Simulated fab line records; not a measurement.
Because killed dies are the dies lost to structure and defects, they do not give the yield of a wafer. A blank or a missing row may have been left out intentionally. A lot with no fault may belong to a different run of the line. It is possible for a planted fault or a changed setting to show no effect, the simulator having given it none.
fab line records	flow nand_harc	part 1 of 2: steps 1 to 27 of 36
record lots=5	wafers=15	last_day=24
route steps=1159 shown A_WL_FILL@830 A_CONTACT@840
lots that met no fault: taken from a fault-free run of the same line
start_h: hours from the record's opening day to when the first of the lot's shown wafers began	wait_h: hours from the lot's prior step to this one	" same as the row above	L1.1+2: a row that stands for several wafers	- either no value or no given start	* or withheld: withheld	< > ~ a bound
route shown NAME@n: a module of which the file shows steps, and the number in the route of the first	usual: the fault-free wafers' mean and standard deviation	same: alike in all rows	chamber/n: place in a boat	sites: readings site by site	_std_site: the standard deviation of these	_edge_site: mean of outer sites minus mean of inner sites	radius_mm: for every site, how far away it sits from the centre of the wafer	mask NAME#n: copy n	behind: the last tool/chamber to shape the wafer	hold: why the lot was held/for how many hours/how that ended	device: which transistor (n, p or np) failed to switch	end of line: the same wafers' tests at the end of the route	step lacking rows: just its recipe	killed: at the first sort, the dies lost to defects and structure; wafer yield is something else	map: dies across one wafer; x = killed, . = not, _ = none there
set.NAME: the run value of the setting; set.NAME@STEP: its run value at that earlier step	model.NAME: the simulator's own value behind a step, which no gauge read
lots at selected steps of the route; one table per step, one row per wafer
services: from which hour (start_h, from the record's first day; less than 0 if before it) a tool's chamber was out of use, for how many hours, and why
## steps
# step NHARC_A_WL_FILL_PRECLEAN_30
# recipe time_s=10	chemistry=dHF
lot.wafer	tool	chamber	start_h	wait_h
L075.1+2+3	wet_bench-01	6,0,2	354.99	0.1
L078.1+6+5	wet_bench-03	1,3,6	388.33	0.1
L090.3+5+6	wet_bench-03	1,3,4	450.40	0.1
L095.1+2+4	wet_bench-09	1,2,3	479.17	0.1
L096.5+6+3	wet_bench-01	6,7,3	486.60	0.1
# step NHARC_A_WL_FILL_SRD_14
lot.wafer	tool	chamber	start_h	wait_h
L075.1+2+3	wet_bench-01	6,0,2	355.01	0.0
L078.1+6+5	wet_bench-03	1,3,6	388.36	0.0
L090.3+5+6	wet_bench-03	1,3,4	450.42	0.0
L095.1+2+4	wet_bench-09	1,2,3	479.19	0.0
L096.5+6+3	wet_bench-01	6,7,3	486.62	0.0
# step NHARC_A_WL_FILL_ALD_19
# recipe target_thk_a=20	pulse_time_s=3	ald_cycles=100	temp_c=450	material=TiN
# usual heater_power_w=1080/93	precursor_pulse_height_rel=1.001/0.02
lot.wafer	tool	chamber	start_h	wait_h	heater_power_w	precursor_pulse_height_rel
L075.2	ald_metal-02	3	355.11	0.1	1125	0.992
L075.1	"	1	"	"	1072	0.998
L075.3	"	2	"	"	950	1.038
L078.1	ald_metal-02	1	388.50	0.1	1032	1.006
L078.5	"	3	"	"	1123	1.055
L078.6	"	0	"	"	1113	1.060
L090.3	ald_metal-02	2	450.55	0.1	898	0.998
L090.6	"	1	"	"	1042	0.993
L090.5	"	2	"	"	923	1.004
L095.4	ald_metal-04	3	479.29	0.1	1221	1.029
L095.2	"	1	"	"	1191	1.029
L095.1	"	2	"	"	1064	0.979
L096.3	ald_metal-01	1	486.74	0.1	1015	1.003
L096.6	"	0	"	"	962	1.023
L096.5	"	1	"	"	1024	1.006
# step NHARC_A_WL_FILL_CVD_20
# recipe target_thk_a=750	temp_c=300	pressure_torr=40	wf6_flow_sccm=40	h2_flow_sccm=1600	ar_flow_sccm=1560	time_s=5064	material=W
# usual heater_power_w=442/30	throttle_valve_pct=7.8/0.34
lot.wafer	tool	chamber	start_h	wait_h	heater_power_w	throttle_valve_pct
L075.2	cvd_w-02	0	-	-	422	7.5
L075.1	"	1	"	"	447	7.3
L075.3	"	1	"	"	442	7.4
L078.1	cvd_w-02	0	-	-	400	7.7
L078.6	"	0	"	"	411	8.0
L078.5	"	1	"	"	488	7.3
L090.3	cvd_w-01	0	-	-	451	7.8
L090.5	"	0	"	"	444	7.7
L090.6	"	1	"	"	421	8.2
L095.1	cvd_w-02	0	-	-	408	8.1
L095.2	"	1	"	"	491	7.3
L095.4	"	0	"	"	411	8.0
L096.3	cvd_w-01	0	-	-	441	8.0
L096.6	"	1	"	"	420	8.0
L096.5	"	0	"	"	448	7.9
# step NHARC_A_WL_FILL_CMP_12
# recipe t_overpolish_s=30	target_thk_nm=75
# usual motor_current_A=11.9/0.82	overpolish_run_s=30.001/0.0086	time_to_endpoint_s=14.9/2.5
lot.wafer	tool	chamber	start_h	wait_h	motor_current_A	overpolish_run_s	time_to_endpoint_s
L075.3	cmp-01	0	360.32	2.2	11.9	30.002	18.7
L075.2	"	1	"	"	13.9	30.005	15.5
L075.1	"	2	"	"	11.2	30.007	17.4
L078.1	cmp-04	1	404.21	4.4	11.5	30.003	16.8
L078.6	"	0	"	"	11.1	30.003	17.1
L078.5	"	1	"	"	11.8	29.998	19.0
L090.3	cmp-01	2	456.75	3.0	10.5	29.994	11.2
L090.6	"	3	"	"	12.4	30.006	10.7
L090.5	"	0	"	"	11.4	29.997	11.4
L095.1	cmp-01	3	486.21	4.3	11.9	30.009	15.6
L095.2	"	1	"	"	13.6	30.002	14.2
L095.4	"	2	"	"	10.8	29.999	18.5
L096.3	cmp-02	3	499.03	2.2	12.2	30.006	18.5
L096.6	"	2	"	"	11.9	30.014	19.2
L096.5	"	3	"	"	12.5	30.009	20.3
# step NHARC_A_WL_FILL_SRD_31
lot.wafer	tool	chamber	start_h	wait_h
L075.1+3+2	wet_bench-03	1,3,6	360.64	0.0
L078.1+5+6	wet_bench-01	5,0,1	404.51	0.0
L090.6+5+3	wet_bench-01	0,1,2	457.00	0.0
L095.1+2+4	wet_bench-09	0,1,2	486.54	0.0
L096.6+3+5	wet_bench-09	0,1,2	499.32	0.0
# step NHARC_A_WL_FILL_INSPECT_15
# usual raw_defect_count=393/160
lot.wafer	tool	chamber	start_h	wait_h	raw_defect_count
L075.1	defect_inspect-01	-	360.79	0.0	471
L075.2	"	-	"	"	269
L075.3	"	-	"	"	249
L078.1	defect_inspect-02	-	404.65	0.0	289
L078.5	"	-	"	"	376
L078.6	"	-	"	"	308
L090.3	defect_inspect-01	-	457.14	0.0	409
L090.5	"	-	"	"	375
L090.6	"	-	"	"	367
L095.1	defect_inspect-01	-	486.70	0.1	396
L095.2	"	-	"	"	272
L095.4	"	-	"	"	604
L096.3	defect_inspect-01	-	499.49	0.0	333
L096.5	"	-	"	"	345
L096.6	"	-	"	"	181
# step NHARC_A_CONTACT_DEP_24
# recipe target_thk_a=5000	temp_c=400	pressure_torr=6.5	rf_w=900	teos_flow_sccm=161.4	flow_sccm=2650	target_thk_nm=500	gas=O2	material=SiO2
# usual heater_power_w=550/120	throttle_valve_pct=16.2/0.56
lot.wafer	tool	chamber	start_h	wait_h	heater_power_w	throttle_valve_pct
L075.1	pecvd-03	0	360.85	0.1	737	16.2
L075.3	"	1	"	"	562	16.9
L075.2	"	2	"	"	315	15.9
L078.1	pecvd-03	1	404.78	0.1	559	16.8
L078.5	"	0	"	"	714	16.1
L078.6	"	2	"	"	345	16.2
L090.3	pecvd-03	0	457.62	0.5	727	16.1
L090.5	"	2	"	"	357	16.5
L090.6	"	0	"	"	748	16.6
L095.1	pecvd-03	1	486.79	0.1	491	15.6
L095.2	"	0	"	"	637	16.6
L095.4	"	1	"	"	513	15.5
L096.3	pecvd-04	0	499.62	0.1	435	15.7
L096.5	"	2	"	"	607	15.8
L096.6	"	1	"	"	552	15.7
# step NHARC_A_CONTACT_DEP_28
# recipe target_thk_a=36000	temp_c=400	material=aC
# usual throttle_valve_pct=35.000/0.01
lot.wafer	tool	chamber	start_h	wait_h	throttle_valve_pct
L075.1	acl_dep-03	0	362.33	0.9	35.008
L075.2	"	0	"	"	34.994
L075.3	"	0	"	"	35.005
L078.1	acl_dep-01	0	405.95	0.7	35.008
L078.5	"	0	407.41	2.1	34.996
L078.6	"	0	"	"	35.006
L090.3	acl_dep-03	0	460.50	2.5	34.995
L090.5	"	0	"	"	34.987
L090.6	"	0	"	"	34.996
L095.1	acl_dep-01	0	490.43	3.1	35.010
L095.2	"	0	"	"	34.979
L095.4	"	0	"	"	35.007
L096.3	acl_dep-02	0	502.09	2.0	34.998
L096.5	"	0	"	"	34.975
L096.6	"	0	"	"	34.996
# step NHARC_A_CONTACT_DEP_29
# recipe target_thk_a=700	target_thk_nm=70	temp_c=400	pressure_torr=3.5	flow_sccm=200	rf_w=350	material=SiON
# usual heater_power_w=742/110
lot.wafer	tool	chamber	start_h	wait_h	heater_power_w
L075.2	pecvd-04	0	364.55	1.5	694
L075.1	"	1	"	"	623
L075.3	"	2	"	"	923
L078.1	pecvd-04	2	408.34	2.0	775
L078.5	"	2	"	"	780
L078.6	"	0	"	"	643
L090.3	pecvd-01	1	462.07	1.2	667
L090.6	"	2	"	"	746
L090.5	"	0	"	"	871
L095.2	pecvd-01	1	492.69	1.5	663
L095.1	"	2	"	"	780
L095.4	"	1	"	"	675
L096.3	pecvd-01	1	503.61	1.1	713
L096.6	"	1	"	"	704
L096.5	"	2	"	"	790
# step NHARC_A_CONTACT_DEHYDRATE_32
# recipe temp_c=150	time_s=120
lot.wafer	tool	chamber	start_h	wait_h
L075.1+2+3	litho_track-04	0	364.82	0.2
L078.1+5+6	litho_track-04	0	408.59	0.2
L090.3+5+6	litho_track-04	0	462.29	0.2
L095.1+2+4	litho_track-01	0	492.93	0.2
L096.3+5+6	litho_track-06	0	503.85	0.2
# step NHARC_A_CONTACT_HMDS_33
# recipe time_s=30
lot.wafer	tool	chamber	start_h	wait_h
L075.1+2+3	litho_track-04	0	-	-
L078.1+5+6	litho_track-04	0	-	-
L090.3+5+6	litho_track-04	0	-	-
L095.1+2+4	litho_track-01	0	-	-
L096.3+5+6	litho_track-06	0	-	-
# step NHARC_A_CONTACT_COAT_34
# recipe temp_c=260	time_s=75
lot.wafer	tool	chamber	start_h	wait_h
L075.1+2+3	litho_track-04	0	-	-
L078.1+5+6	litho_track-04	0	-	-
L090.3+5+6	litho_track-04	0	-	-
L095.1+2+4	litho_track-01	0	-	-
L096.3+5+6	litho_track-06	0	-	-
# step NHARC_A_CONTACT_COAT_35
# recipe temp_c=225	time_s=65
lot.wafer	tool	chamber	start_h	wait_h
L075.1+2+3	litho_track-04	0	-	-
L078.1+5+6	litho_track-04	0	-	-
L090.3+5+6	litho_track-04	0	-	-
L095.1+2+4	litho_track-01	0	-	-
L096.3+5+6	litho_track-06	0	-	-
# step NHARC_A_CONTACT_COAT_36
# recipe spin_rpm=1500	resist_thk_nm=90
lot.wafer	tool	chamber	start_h	wait_h
L075.1+2+3	litho_track-04	0	-	-
L078.1+5+6	litho_track-04	0	-	-
L090.3+5+6	litho_track-04	0	-	-
L095.1+2+4	litho_track-01	0	-	-
L096.3+5+6	litho_track-06	0	-	-
# step NHARC_A_CONTACT_SOFTBAKE_37
# recipe temp_c=105	time_s=55
lot.wafer	tool	chamber	start_h	wait_h
L075.1+2+3	litho_track-04	0	-	-
L078.1+5+6	litho_track-04	0	-	-
L090.3+5+6	litho_track-04	0	-	-
L095.1+2+4	litho_track-01	0	-	-
L096.3+5+6	litho_track-06	0	-	-
# step NHARC_A_CONTACT_EBR_38
lot.wafer	tool	chamber	start_h	wait_h
L075.1+2+3	litho_track-04	0	-	-
L078.1+5+6	litho_track-04	0	-	-
L090.3+5+6	litho_track-04	0	-	-
L095.1+2+4	litho_track-01	0	-	-
L096.3+5+6	litho_track-06	0	-	-
# step NHARC_A_CONTACT_EXPOSE_39
# recipe na=1.35	sigma_outer=0.8	dose_mj=58.79	mask_id=A_CC_3
# usual focus_offset_nm=0.0/0.53
lot.wafer	tool	chamber	start_h	wait_h	mask	focus_offset_nm
L075.1	arfi_scanner-03	0	365.13	-	A_CC_3#0	0.4
L075.2	"	0	"	"	A_CC_3#0	1.1
L075.3	"	0	"	"	A_CC_3#0	-0.3
L078.1	arfi_scanner-03	0	408.90	-	A_CC_3#0	-0.5
L078.5	"	0	"	"	A_CC_3#0	1.1
L078.6	"	0	"	"	A_CC_3#0	-0.8
L090.3	arfi_scanner-02	0	462.62	-	A_CC_3#0	0.3
L090.5	"	0	"	"	A_CC_3#0	0.7
L090.6	"	0	"	"	A_CC_3#0	0.7
L095.1	arfi_scanner-01	0	493.12	-	A_CC_3#0	0.6
L095.2	"	0	"	"	A_CC_3#0	-0.8
L095.4	"	0	"	"	A_CC_3#0	0.7
L096.3	arfi_scanner-01	0	504.04	-	A_CC_3#0	0.4
L096.5	"	0	"	"	A_CC_3#0	0.1
L096.6	"	0	"	"	A_CC_3#0	0.2
# step NHARC_A_CONTACT_PEB_40
# recipe peb_temp_c=100	peb_time_s=65
lot.wafer	tool	chamber	start_h	wait_h
L075.1+2+3	litho_track-01	0	365.19	0.1
L078.1+5+6	litho_track-01	0	408.96	0.1
L090.3+5+6	litho_track-06	0	462.67	0.0
L095.1+2+4	litho_track-06	0	493.18	0.1
L096.3+5+6	litho_track-01	0	504.09	0.0
# step NHARC_A_CONTACT_DEVELOP_41
# recipe develop_time_s=35	dev_temp_c=23
lot.wafer	tool	chamber	start_h	wait_h
L075.1+2+3	litho_track-01	0	-	-
L078.1+5+6	litho_track-01	0	-	-
L090.3+5+6	litho_track-06	0	-	-
L095.1+2+4	litho_track-06	0	-	-
L096.3+5+6	litho_track-01	0	-	-
# step NHARC_A_CONTACT_CD_MEAS_42
# recipe target_cd_nm=200	landing_energy_ev=500
# usual cd_nm=200.0/0.55
lot.wafer	tool	chamber	start_h	wait_h	cd_nm
L075.1	cd_sem-02	0	365.27	-	199.2
L075.2	"	0	"	"	199.9
L075.3	"	0	"	"	199.6
L078.1	cd_sem-01	0	409.04	-	199.1
L078.5	"	0	"	"	200.0
L078.6	"	0	"	"	200.4
L090.3	cd_sem-02	0	462.75	-	200.1
L090.5	"	0	"	"	200.7
L090.6	"	0	"	"	200.7
L095.1	cd_sem-01	0	493.26	-	199.7
L095.2	"	0	"	"	199.0
L095.4	"	0	"	"	200.0
L096.3	cd_sem-02	0	504.18	-	200.7
L096.5	"	0	"	"	199.3
L096.6	"	0	"	"	200.3
# step NHARC_A_CONTACT_OVL_MEAS_43
# usual overlay_x_nm=-0.1/0.82	overlay_y_nm=0.3/0.86
lot.wafer	tool	chamber	start_h	wait_h	overlay_x_nm	overlay_y_nm
L075.1	overlay-02	-	365.36	-	-0.6	-1.9
L075.2	"	-	"	"	-1.2	-1.8
L075.3	"	-	"	"	-0.2	-1.8
L078.1	overlay-02	-	409.14	-	0.9	1.5
L078.5	"	-	"	"	0.8	1.9
L078.6	"	-	"	"	0.7	2.3
L090.3	overlay-01	-	462.84	-	0.9	-0.4
L090.5	"	-	"	"	0.7	0.3
L090.6	"	-	"	"	0.8	0.0
L095.1	overlay-01	-	493.37	-	0.0	0.5
L095.2	"	-	"	"	-0.1	0.9
L095.4	"	-	"	"	-0.3	0.5
L096.3	overlay-02	-	504.26	-	-0.5	-0.4
L096.5	"	-	"	"	-0.8	0.0
L096.6	"	-	"	"	-0.9	-0.5
# step NHARC_A_CONTACT_INSPECT_44
# usual raw_defect_count=29/16
lot.wafer	tool	chamber	start_h	wait_h	raw_defect_count
L075.1	defect_inspect-02	-	365.40	0.0	13
L075.2	"	-	"	"	14
L075.3	"	-	"	"	13
L078.1	defect_inspect-02	-	409.17	0.0	22
L078.5	"	-	"	"	14
L078.6	"	-	"	"	18
L090.3	defect_inspect-02	-	462.87	0.0	46
L090.5	"	-	"	"	42
L090.6	"	-	"	"	26
L095.1	defect_inspect-02	-	493.40	0.0	37
L095.2	"	-	"	"	35
L095.4	"	-	"	"	34
L096.3	defect_inspect-01	-	504.30	0.0	56
L096.5	"	-	"	"	50
L096.6	"	-	"	"	42
# step NHARC_A_CONTACT_DESCUM_47
# recipe time_s=3	o2_flow_sccm=200	ar_flow_sccm=0	bias_power_w=0	chemistry=O2
# usual drypump_motor_current_A=5.83/0.26	oes_product_au=1.001/0.0088	rf_vpp_V=57.7/0.94	showerhead_plenum_p_Torr=1.89/0.09	throttle_valve_pct=11.310/0.0088
lot.wafer	tool	chamber	start_h	wait_h	drypump_motor_current_A	oes_product_au	rf_hours_counter_h	rf_vpp_V	showerhead_plenum_p_Torr	throttle_valve_pct
L075.1	rie_diel-09	2	365.46	0.1	5.99	0.999	18	58.2	1.77	11.296
L075.2	"	3	"	"	6.13	1.021	21	57.3	1.94	11.315
L075.3	"	0	"	"	5.77	1.018	19	57.7	1.81	11.304
L078.1	rie_diel-09	0	409.24	0.1	5.78	0.990	27	58.5	1.81	11.317
L078.6	"	3	"	"	6.13	0.999	-	57.0	1.94	11.313
L078.5	"	0	"	"	5.76	0.992	-	57.0	1.81	11.294
L090.3	rie_diel-03	1	462.93	0.1	5.65	0.992	27	59.3	1.91	11.303
L090.6	"	1	"	"	5.62	0.994	-	59.4	1.91	11.317
L090.5	"	2	"	"	5.91	0.998	-	57.5	1.97	11.312
L095.1	rie_diel-09	3	493.46	0.1	6.10	0.998	9	58.9	1.93	11.321
L095.4	"	1	"	"	5.47	0.990	10	56.6	1.80	11.308
L095.2	"	2	"	"	5.98	1.010	8	58.0	2.07	11.294
L096.3	rie_diel-03	1	504.38	0.1	5.63	1.008	41	57.5	1.90	11.312
L096.6	"	2	"	"	5.89	1.012	-	59.0	1.97	11.304
L096.5	"	3	"	"	5.71	1.010	-	56.2	1.81	11.316
# step NHARC_A_CONTACT_ETCH_48
# recipe target_depth_a=390	over_etch_frac=0.3	time_s=65	ion_energy_ev=80	cf4_flow_sccm=150	ar_flow_sccm=0	rf_w=300	bias_w=100	chemistry=CF4
# usual drypump_motor_current_A=5.81/0.27	oes_product_au=0.999/0.0096	rf_vpp_V=151.0/1.2	showerhead_plenum_p_Torr=1.75/0.076	throttle_valve_pct=13.284/0.0097
lot.wafer	tool	chamber	start_h	wait_h	drypump_motor_current_A	oes_product_au	rf_hours_counter_h	rf_vpp_V	showerhead_plenum_p_Torr	throttle_valve_pct
L075.3	rie_diel-09	1	365.55	0.1	5.48	1.006	18	150.7	1.68	13.279
L075.1	"	2	"	"	6.03	0.989	18	150.4	1.64	13.283
L075.2	"	3	"	"	6.09	1.011	21	151.6	1.79	13.275
L078.1	rie_diel-09	0	409.32	0.1	5.78	0.997	27	150.9	1.68	13.285
L078.6	"	0	"	"	5.79	0.997	-	149.4	1.68	13.286
L078.5	"	1	"	"	5.48	1.003	-	149.3	1.67	13.285
L090.3	rie_diel-03	3	463.09	0.1	5.72	1.012	25	150.1	1.68	13.279
L090.6	"	0	"	"	5.89	0.995	-	152.0	1.75	13.289
L090.5	"	1	"	"	5.64	1.006	-	151.0	1.76	13.288
L095.1	rie_diel-09	2	493.55	0.1	5.99	1.004	8	153.5	1.91	13.281
L095.2	"	3	"	"	6.08	1.011	9	151.2	1.79	13.284
L095.4	"	1	"	"	5.49	0.992	10	150.4	1.67	13.292
L096.3	rie_diel-03	2	504.46	0.1	5.88	1.003	39	151.2	1.81	13.290
L096.5	"	3	"	"	5.72	1.006	-	151.0	1.68	13.276
L096.6	"	0	"	"	5.90	0.993	-	150.6	1.75	13.275
# step NHARC_A_CONTACT_ETCH_49
# recipe target_depth_a=2600	over_etch_frac=0.3	time_s=475.3	ion_energy_ev=200	n2_flow_sccm=150	h2_flow_sccm=150	ar_flow_sccm=0	rf_w=400	bias_w=150	chemistry=N2/H2
# usual drypump_motor_current_A=5.82/0.27	oes_product_au=0.999/0.01	rf_vpp_V=429.5/2.7	showerhead_plenum_p_Torr=2.01/0.093	throttle_valve_pct=14.170/0.0096
lot.wafer	tool	chamber	start_h	wait_h	drypump_motor_current_A	oes_product_au	rf_hours_counter_h	rf_vpp_V	showerhead_plenum_p_Torr	throttle_valve_pct
L075.1	rie_diel-09	2	-	-	5.97	0.990	18	426.5	1.88	14.162
L075.2	"	3	"	"	6.12	1.002	21	430.9	2.07	14.182
L075.3	"	0	"	"	5.77	0.999	19	426.7	1.93	14.167
L078.1	rie_diel-09	3	-	-	6.08	1.005	30	431.4	2.07	14.154
L078.5	"	0	"	"	5.79	0.999	-	426.9	1.93	14.181
L078.6	"	1	"	"	5.48	1.007	-	427.0	1.92	14.173
L090.3	rie_diel-03	0	-	-	5.90	0.993	27	429.4	2.02	14.183
L090.6	"	3	"	"	5.72	1.017	-	428.1	1.93	14.164
L090.5	"	0	"	"	5.89	0.989	-	430.6	2.02	14.168
L095.4	rie_diel-09	3	-	-	6.11	0.994	9	431.0	2.06	14.172
L095.2	"	1	"	"	5.46	0.993	10	427.6	1.91	14.168
L095.1	"	2	"	"	6.01	1.001	8	434.0	2.22	14.162
L096.3	rie_diel-03	0	-	-	5.88	0.990	39	430.8	2.01	14.162
L096.6	"	2	"	"	5.87	1.011	-	434.0	2.10	14.158
L096.5	"	3	"	"	5.74	1.002	-	426.0	1.92	14.168
# step NHARC_A_CONTACT_ETCH_50
# recipe target_depth_a=847	time_s=42.4	cf4_flow_sccm=100	chf3_flow_sccm=30	ar_flow_sccm=0	rf_w=500	bias_w=200	chemistry=CF4/CHF3
# usual drypump_motor_current_A=5.83/0.26	oes_product_au=0.950/0.022	rf_vpp_V=369.8/2.5	showerhead_plenum_p_Torr=1.55/0.069	throttle_valve_pct=16.801/0.0096
lot.wafer	tool	chamber	start_h	wait_h	drypump_motor_current_A	oes_product_au	rf_hours_counter_h	rf_vpp_V	showerhead_plenum_p_Torr	throttle_valve_pct
L075.1	rie_diel-09	3	-	-	6.09	0.973	21	370.1	1.60	16.804
L075.3	"	1	"	"	5.48	0.986	19	367.2	1.49	16.791
L075.2	"	2	"	"	6.01	0.945	19	368.3	1.46	16.794
L078.1	rie_diel-09	1	-	-	5.46	0.973	26	367.9	1.49	16.801
L078.5	"	3	"	"	6.07	0.969	-	370.6	1.59	16.811
L078.6	"	0	"	"	5.77	0.952	-	370.1	1.49	16.799
L090.3	rie_diel-03	0	-	-	5.89	0.956	27	369.8	1.56	16.802
L090.5	"	0	"	"	5.90	0.950	-	369.9	1.56	16.783
L090.6	"	1	"	"	5.66	0.945	-	369.4	1.57	16.802
L095.1	rie_diel-09	1	-	-	5.47	0.975	10	366.2	1.48	16.798
L095.4	"	2	"	"	6.00	0.977	8	375.0	1.70	16.811
L095.2	"	0	"	"	5.77	0.965	10	367.3	1.49	16.792
L096.3	rie_diel-03	3	-	-	5.70	0.931	39	367.1	1.49	16.822
L096.5	"	3	"	"	5.70	0.941	-	368.2	1.49	16.807
L096.6	"	0	"	"	5.88	0.910	-	369.5	1.55	16.814
